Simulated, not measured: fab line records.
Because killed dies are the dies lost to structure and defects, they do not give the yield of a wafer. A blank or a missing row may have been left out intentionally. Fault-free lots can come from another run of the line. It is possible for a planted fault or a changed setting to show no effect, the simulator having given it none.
A lot that was struck, set against a sound lot / flow nand-harc / 17 out of 1302 route steps
Sound: the wafers L182.1, L182.4, L182.6. Struck: wafers L195.1, L195.4. (L195.2 of the same lot was not struck and is left out.) The cause comes at the end.
At each step with rows: each side's tool, then ch and its chambers, then its first start. Under that, the readings that differ: sound wafers / struck wafers / difference of the means / sigmas: that difference in standard deviations of wafers without a fault.
alike: words and numbers the same on both sides, and readings whose means are apart by under 2 such deviations; not compared: readings that were withheld, readings missing a value for some wafer, numbers with overlapping values and no deviation given by the record, and bounds like >300 which may hide the same value.
A row with sigmas, a row that says differs or no value, or rows on one side alone: a step with any of these is where the two part. When numbers do not overlap yet have no deviation, they are printed without sigmas and do not part them. A reading that every wafer of one side lacks parts them only if that side has two wafers or more.

NHARC_P_M1_INSPECT_11:
  sound on defect-inspect-02, day 7 08:43; struck on defect-inspect-02, day 12 07:50
  alike: raw-defect-count
NHARC_P_M1_DESCUM_14: chemistry O2, time 3 s.
  sound on rie-diel-10 ch 0,1,2, day 7 08:47; struck on rie-diel-06 ch 1,3, day 12 07:54
  alike: drypump-motor-current-A, oes-product-au, rf-vpp-V, showerhead-plenum-p-Torr, throttle-valve-pct
  not compared: rf-hours-counter-h
then, 2 steps without rows for these wafers: NHARC_P_M1_ETCH_35 (etches the open film in N2/H2, target depth 40 nm, overetch 12 nm, time 43.94 s); NHARC_P_M1_ETCH_15 (etches the open film in C4F8/Ar, target depth 182.5 nm, time 91.2 s).
NHARC_P_M1_CD_MEAS_16:
  sound on cd-sem-01, day 7 09:05; struck on cd-sem-03, day 12 08:12
  alike: cd-nm
then, 1 step without rows for these wafers: NHARC_P_M1_STRIP_18 (strips in N2/H2).
NHARC_P_M1_ETCH_28: etches the open film in CF4/N2, target depth 30 nm, time 72.99 s.
  sound on rie-diel-10 ch 0,1,3; struck on rie-diel-10 ch 1,2
  alike: drypump-motor-current-A, oes-product-au, rf-vpp-V, showerhead-plenum-p-Torr, throttle-valve-pct
  not compared: rf-hours-counter-h
then, 2 steps without rows for these wafers: NHARC_P_M1_STRIP_19 (strips in post etch residue remover, time 600 s); NHARC_P_M1_DEGAS_29 (time 60 s).
NHARC_P_M1_PRE_CLEAN_30: time 30 s.
  sound on pvd-sputter-02; struck on pvd-sputter-03
  alike: heater-power-w
then, 1 step without rows for these wafers: NHARC_P_M1_PVD_20 (deposits TaN, target thk 5 nm, time 8.06 s).
NHARC_P_M1_PVD_21: deposits Cu, target thk 30 nm, time 20.49 s.
  sound on pvd-sputter-02; struck on pvd-sputter-03
reading=throttle-valve-pct (%); sound=29.8 29.0 30.5; struck=31.5 30.8; difference=+1.4; sigmas=+2
NHARC_P_M1_ECD_22: material Cu, target thk 400 nm.
  sound on ecd-cu-01 ch 0,1, day 7 10:12; struck on ecd-cu-01 ch 0,1, day 12 09:16
NHARC_P_M1_ANNEAL_31: time 90 s.
  sound on rtp-anneal-02 ch 0, day 7 10:32; struck on rtp-anneal-02 ch 0, day 12 09:39
  alike: wafer_temp_C_max
NHARC_P_M1_CMP_23: polishes, t overpolish 20 s, target thk 157.82 nm.
  sound on cmp-03 ch 1,2,3, day 7 10:52; struck on cmp-01 ch 1,2, day 12 10:00
reading=time-to-endpoint-s (s); sound=30 28 31; struck=8 10; difference=-21; sigmas=-6
  alike: motor-current-A, slurry-flow-ml-min
NHARC_P_M1_THK_MEAS_24: measures by xrf.
  sound on film-metro-01, day 7 11:11; struck on film-metro-01, day 12 10:19
  alike: thk-nm
-- record jumps: 18 days between struck wafers' starts before vs after; left off in module P_M1, resumes in module END, first step shown is number 1302 of the route --
NHARC_END_SORT_01:
  sound on prober-01 ch 0, day 25 11:58; struck on prober-02 ch 0, day 30 02:35
  alike: defect-limited-yield, killed-at-array, killed-at-other, killed-at-periphery, killed-dies, killed-open, killed-short, sort_bin_2_pct, sort_bin_3_pct, sort_bin_4_pct, sort-n-pass, sort-rim-yield-pct, sort-yield-pct

== WHERE THEY PART ==
First at NHARC_P_M1_PVD_21; last, within this record, at NHARC_P_M1_CMP_23. Later steps at which nothing parts them and some readings are alike: NHARC_P_M1_THK_MEAS_24, NHARC_END_SORT_01.

WHY: the cause the simulator had injected
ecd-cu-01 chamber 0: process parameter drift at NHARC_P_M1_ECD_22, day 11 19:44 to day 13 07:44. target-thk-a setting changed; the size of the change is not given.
